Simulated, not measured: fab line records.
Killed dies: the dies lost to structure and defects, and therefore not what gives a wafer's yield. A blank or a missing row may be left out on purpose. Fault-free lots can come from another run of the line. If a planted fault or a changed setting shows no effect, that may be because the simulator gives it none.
What tool caused it? -- flow n5 finfet -- 8 lots, 24 wafers sampled, at 5 steps of a route of 1938

## WHAT THE GAUGES SHOWED, per wafer
N5_BEOL_M4_RC_MEAS_101. Usual: DIBL_N 36.3 mV/V, standard deviation 1.6; DIBL_P 36.5 mV/V, standard deviation 1.6; IOFF_N 0.163 nA/um, standard deviation 0.026; IOFF_P 0.22 nA/um, standard deviation 0.033; ION_N 676 uA/um, standard deviation 9.9; ION_P 464 uA/um, standard deviation 6.5; SS_N 71.5 mV/dec, standard deviation 0.5; SS_P 73.3 mV/dec, standard deviation 0.64; VT_N 249.3 mV, standard deviation 2.9; VT_P -250 mV, standard deviation 3.2.
lot,measured,on,DIBL_N (mV/V),DIBL_P (mV/V),IOFF_N (nA/um),IOFF_P (nA/um),ION_N (uA/um),ION_P (uA/um),SS_N (mV/dec),SS_P (mV/dec),VT_N (mV),VT_P (mV),flag
L285,day 8 10:20,prober-02,32.9 35.1 33.6,32.6 35.7 34.0,0.114 0.150 0.129,0.14 0.19 0.16,671 669 661,458 462 452,70.9 71.1 71.8,72.6 74.1 72.5,255.4 249.7 252.2,-259 -252 -254,
L290,day 9 16:22,prober-02,36.9 37.0 35.6,37.9 38.1 36.5,0.179 0.182 0.160,0.22 0.22 0.20,673 688 697,463 466 464,71.6 71.7 70.8,74.8 73.9 74.3,245.1 246.4 248.8,-251 -250 -253,
L291,day 9 23:01,prober-01,35.5 38.1 35.7,36.1 38.4 36.6,0.146 0.192 0.154,0.20 0.24 0.21,666 687 680,453 462 468,71.3 71.6 70.6,73.2 73.6 73.5,252.9 246.5 246.8,-253 -249 -251,
L300,day 12 02:19,prober-02,33.4 36.1 36.3,33.8 36.6 36.6,0.116 0.158 0.153,0.16 0.20 0.19,656 679 669,456 457 459,70.8 71.7 71.2,72.8 73.6 73.0,254.8 248.3 251.0,-256 -253 -253,
L303,day 12 18:37,prober-01,37.5 35.4 36.4,35.8 34.7 35.1,0.166 0.140 0.143,0.21 0.20 0.20,678 668 668,463 462 460,71.2 71.3 71.1,73.0 72.8 72.6,249.6 248.2 247.9,-249 -251 -252,
L302,day 12 23:14,prober-01,41.2 38.5 39.1,40.7 38.3 39.0,0.249 0.185 0.202,0.29 0.24 0.26,683 671 689,464 459 474,72.4 72.3 71.2,75.1 73.9 73.4,244.6 248.4 243.9,-246 -248 -248,
L305,day 13 16:11,prober-01,38.4 35.0 35.9,42.3 37.9 38.6,0.213 0.145 0.164,0.29 0.21 0.23,685 680 682,470 470 471,72.8 70.8 71.5,74.2 72.1 72.9,246.6 248.1 250.8,-245 -250 -249,
L306,day 13 21:23,prober-01,35.9 35.8 35.9,35.8 36.3 36.1,0.146 0.143 0.152,0.20 0.20 0.20,667 671 675,459 467 462,71.0 71.2 71.4,73.1 73.1 72.5,253.6 250.4 251.3,-251 -253 -254,

N5_BEOL_M10_OCD_MEAS_38. Usual: trench depth nm 148.5 nm, standard deviation 2.4.
lot,measured,on,trench depth nm (nm),flag
L285,day 10 19:56,ocd-02,145.1 148.3 146.9,
L290,day 12 06:47,ocd-02,147.4 144.6 149.7,
L291,day 12 01:04,ocd-01,143.2 150.5 144.8,
L300,day 14 09:52,ocd-02,145.9 146.6 149.8,
L303,day 15 05:35,ocd-02,0.2 0 0.0,OFF
L302,day 15 06:37,ocd-01,0.0 0.6 0,OFF
L305,day 15 17:22,ocd-01,0.1 0 0.2,OFF
L306,day 16 05:13,ocd-02,147.4 146.4 146.3,

## EACH LOT AND THE TOOL THAT RAN IT (in order: tool; ch and the chambers of the sampled wafers; start)
lot,N5_BEOL_M10_ETCH_61,N5_BEOL_M10_STRIP_19,N5_BEOL_M10_TRENCH_ETCH_37
L285,"rie diel-04 ch 1,2,3, day 10 15:54","rie diel-04 ch 0,2,3, day 10 16:17","rie diel-01 ch 0,1,2, day 10 19:45"
L290,"rie diel-04 ch 1,2,3, day 12 02:20","rie diel-03 ch 0,1,2, day 12 02:52","rie diel-01 ch 0,1,2, day 12 06:37"
L291,"rie diel-04 ch 0,1, day 11 21:31","rie diel-03 ch 0,3, day 11 21:52","rie diel-01 ch 1,2, day 12 00:53"
L300,"rie diel-01 ch 1,2,3, day 14 05:19","rie diel-03 ch 0,2,3, day 14 05:40","rie diel-04 ch 0,2,3, day 14 09:41"
L303,"rie diel-04 ch 1,2,3, day 15 03:55","rie diel-01 ch 1,2,3, day 15 04:29","rie diel-04 ch 1,2,3, day 15 05:24"
L302,"rie diel-03 ch 1,3, day 15 04:33","rie diel-01 ch 0,2,3, day 15 04:56","rie diel-01 ch 0,2, day 15 06:26"
L305,"rie diel-03 ch 2,3, day 15 15:47","rie diel-04 ch 0,2, day 15 16:08","rie diel-03 ch 1,2, day 15 17:11"
L306,"rie diel-03 ch 1,2,3, day 16 00:48","rie diel-04 ch 0,2,3, day 16 01:09","rie diel-01 ch 0,2, day 16 05:01"
- N5_BEOL_M10_ETCH_61: etches SiARC in CF4, target depth 39 nm, time 65 s.
- N5_BEOL_M10_STRIP_19: strips in O2.
- N5_BEOL_M10_TRENCH_ETCH_37: etches SiCOH lowk in C4F6/O2, target depth 148.83 nm, time 48 s.

## WHAT THE TOOLS THEMSELVES READ (means of the sampled wafers that have a number; where no wafer has one, the mark that the record gives instead)
N5_BEOL_M10_ETCH_61. Usual: bias w 36.00 W, standard deviation 0.11; cf4 flow sccm 100.01 sccm, standard deviation 0.27; chamber pressure mTorr 40.00 mTorr, standard deviation 0.04; drypump motor current A 5.8 A, standard deviation 0.31; etch rf on time s 64.8 s, standard deviation 1.1; oes product au 0.67 a.u., standard deviation 0.057; rf vpp V 183.9 V, standard deviation 1.3; showerhead plenum p Torr 2.12 Torr, standard deviation 0.079; throttle valve pct 15.6 %, standard deviation 0.3.
lot,tool,bias w (W),cf4 flow sccm (sccm),chamber pressure mTorr (mTorr),drypump motor current A (A),etch rf on time s (s),oes product au (a.u.),rf vpp V (V),showerhead plenum p Torr (Torr),throttle valve pct (%),flag
L285,rie diel-04,35.99,99.96,39.99,5.8,66.1,0.67,185.1,2.25,15.8,
L290,rie diel-04,35.93,100.00,39.94,5.8,66.3,0.67,185.0,2.24,15.8,
L291,rie diel-04,36.12,100.09,40.00,5.9,64.8,0.70,184.0,2.20,15.5,
L300,rie diel-01,36.08,99.71,39.98,6.0,63.6,0.74,183.4,2.09,15.4,
L303,rie diel-04,35.92,99.78,39.99,5.8,65.5,0.65,185.8,2.24,15.8,
L302,rie diel-03,36.01,99.96,40.01,6.2,65.2,0.68,182.8,2.07,15.5,
L305,rie diel-03,35.90,99.78,40.03,5.8,64.6,0.61,183.2,2.09,16.0,
L306,rie diel-03,35.92,100.00,39.99,5.9,65.3,0.64,183.7,2.11,15.8,

N5_BEOL_M10_STRIP_19. Usual: chamber pressure mTorr 30.00 mTorr, standard deviation 0.032; drypump motor current A 5.8 A, standard deviation 0.34; oes product au 0.78 a.u., standard deviation 0.073; rf vpp V 3.6 V, standard deviation 0.65; showerhead plenum p Torr 2.08 Torr, standard deviation 0.074; throttle valve pct 16.69 %, standard deviation 0.27.
lot,tool,chamber pressure mTorr (mTorr),drypump motor current A (A),oes product au (a.u.),rf vpp V (V),showerhead plenum p Torr (Torr),throttle valve pct (%),flag
L285,rie diel-04,29.97,5.6,0.79,3.6,2.14,16.73,
L290,rie diel-03,30.01,5.7,0.83,3.5,2.09,16.62,
L291,rie diel-03,29.99,5.4,0.83,4.1,2.02,16.63,
L300,rie diel-03,30.00,5.5,0.77,3.2,2.07,16.86,
L303,rie diel-01,29.98,6.0,0.85,3.9,2.04,16.56,
L302,rie diel-01,30.00,6.0,0.80,3.5,2.03,16.59,
L305,rie diel-04,30.00,5.6,0.73,4.0,2.10,16.90,
L306,rie diel-04,30.02,5.6,0.75,4.4,2.12,16.80,

N5_BEOL_M10_TRENCH_ETCH_37. Usual: C4F6_flow_sccm 10.00 sccm, standard deviation 0.033; O2_flow_sccm 10.000 sccm, standard deviation 0.029; chamber pressure mTorr 29.998 mTorr, standard deviation 0.027; drypump motor current A 5.9 A, standard deviation 0.32; oes product au 0.78 a.u., standard deviation 0.078; rf vpp V 665 V, standard deviation 6.4; showerhead plenum p Torr 2.81 Torr, standard deviation 0.097; throttle valve pct 20.92 %, standard deviation 0.3.
lot,tool,C4F6_flow_sccm (sccm),O2_flow_sccm (sccm),chamber pressure mTorr (mTorr),drypump motor current A (A),oes product au (a.u.),rf vpp V (V),showerhead plenum p Torr (Torr),throttle valve pct (%),flag
L285,rie diel-01,9.97,10.027,30.016,6.1,0.72,667,2.78,20.80,
L290,rie diel-01,10.00,10.010,29.995,6.0,0.80,667,2.78,20.68,
L291,rie diel-01,9.99,10.021,30.009,6.1,0.78,667,2.80,20.80,
L300,rie diel-04,10.01,10.014,30.031,5.6,0.76,666,2.89,21.07,
L303,rie diel-04,-,-,-,-,-,-,-,-,OFF
L302,rie diel-01,-,-,-,-,-,-,-,-,OFF
L305,rie diel-03,-,-,-,-,-,-,-,-,OFF
L306,rie diel-01,9.97,9.993,29.980,6.1,0.80,668,2.74,20.60,

## THE ANSWER, worked out from the rows above alone
Rule: take the mean of a lot's wafers that have a number; if it is more than 3 standard deviations from the usual mean, the lot is off. A lot without any number at a reading at which 4 lots or more have one is off too. Where the step has rows for the other lots, those lots are counted as sound. After the gauges, taken in route order, come the tools' own readings; for these a lot's mean is taken, as printed above. At the first step where some lot is off, the reading lying furthest off is the one used; lots without a number count as furthest.
Off: L303, L302, L305 (N5_BEOL_M10_OCD_MEAS_38, trench depth nm).
A tool fits if, at a process step before that reading, it ran every lot that is off, and no sound lot after the first of them. Not tried: the gauges at N5_BEOL_M10_OCD_MEAS_38; whatever is off there is also off at N5_BEOL_M10_TRENCH_ETCH_37, on other tools, and gauge error can't account for it. No candidate that was tried fits.

## WHAT THE SIMULATOR HAD PUT IN
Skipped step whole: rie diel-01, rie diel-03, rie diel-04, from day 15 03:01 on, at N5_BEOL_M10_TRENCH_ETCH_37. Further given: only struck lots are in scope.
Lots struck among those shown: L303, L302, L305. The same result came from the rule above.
